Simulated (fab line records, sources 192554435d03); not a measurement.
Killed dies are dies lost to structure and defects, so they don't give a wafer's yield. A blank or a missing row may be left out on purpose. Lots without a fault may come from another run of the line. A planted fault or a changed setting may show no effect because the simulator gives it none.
Chamber matching | flow n5_finfet | N5_BEOL_M14_DESCUM_15 on rie_diel-01: 4 sister chambers
The step chemistry O2, time 7.9 s. 16 wafers are shown with their chamber, then 8 later ones without.

WAFERS WITH THEIR CHAMBER
wafer  | chamber | showerhead_plenum_p_Torr (Torr) | throttle_valve_pct (%) | oes_product_au (a.u.)
L076.2 | 0       | 2.18                            | 20.37                  | 0.76
L076.5 | 3       | 2.07                            | 20.32                  | 0.69
L076.6 | 0       | 2.18                            | 20.38                  | 0.76
L081.1 | 0       | 2.17                            | 20.40                  | 0.75
L081.2 | 1       | 2.06                            | 20.63                  | 0.86
L081.6 | 1       | 2.06                            | 20.64                  | 0.87
L083.1 | 1       | 2.06                            | 20.64                  | 0.85
L083.2 | 0       | 2.17                            | 20.41                  | 0.75
L083.5 | 0       | 2.17                            | 20.40                  | 0.75
L086.3 | 2       | 2.04                            | 19.94                  | 0.91
L086.5 | 0       | 2.17                            | 20.43                  | 0.73
L086.6 | 2       | 2.04                            | 19.97                  | 0.92
L092.3 | 2       | 2.04                            | 19.97                  | 0.89
L092.5 | 2       | 2.04                            | 19.98                  | 0.90
L092.6 | 1       | 2.05                            | 20.67                  | 0.84
L093.1 | 0       | 2.16                            | 20.44                  | 0.72

SIGNATURES (means of the wafers above)
reading                  | chamber 0 | chamber 1 | chamber 2 | chamber 3 | scatter within a chamber
showerhead_plenum_p_Torr | 2.1714    | 2.0575    | 2.0400    | 2.0700    | 0.00548
throttle_valve_pct       | 20.4043   | 20.6450   | 19.9650   | 20.3200   | 0.0215
oes_product_au           | 0.7457    | 0.8550    | 0.9050    | 0.6900    | 0.0141
Rule: a wafer's distance from a chamber is the root of the sum, over the readings, of the square of ((its reading less the chamber's mean) divided by the reading's scatter). The wafer belongs to the nearest chamber; if the next one is less than 2 further off, it can't be placed. The scatter: the root of (the sum of the squares of (reading less its chamber's mean) over the shown wafers, divided by (wafers less chambers)).

WAFERS WITHOUT THEIR CHAMBER
wafer  | showerhead_plenum_p_Torr (Torr) | throttle_valve_pct (%) | oes_product_au (a.u.)
L093.3 | 2.05                            | 20.67                  | 0.83
L093.6 | 2.03                            | 19.99                  | 0.89
L094.1 | 2.05                            | 20.69                  | 0.82
L094.3 | 2.16                            | 20.45                  | 0.71
L094.4 | 2.03                            | 19.99                  | 0.88
L095.1 | 2.06                            | 20.11                  | 0.94
L095.3 | 2.05                            | 20.70                  | 0.81
L095.6 | 2.16                            | 20.45                  | 0.71

WHICH CHAMBER EACH WENT THROUGH
wafer  | from the rows above | in truth
L093.3 | 1                   | 1
L093.6 | 2                   | 2
L094.1 | 1                   | 1
L094.3 | 0                   | 0
L094.4 | 2                   | 2
L095.1 | 2                   | 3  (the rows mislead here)
L095.3 | 1                   | 1
L095.6 | 0                   | 0
Placed correctly: 7 of 8. Can't be placed from these rows: 0. Placed wrongly: 1.
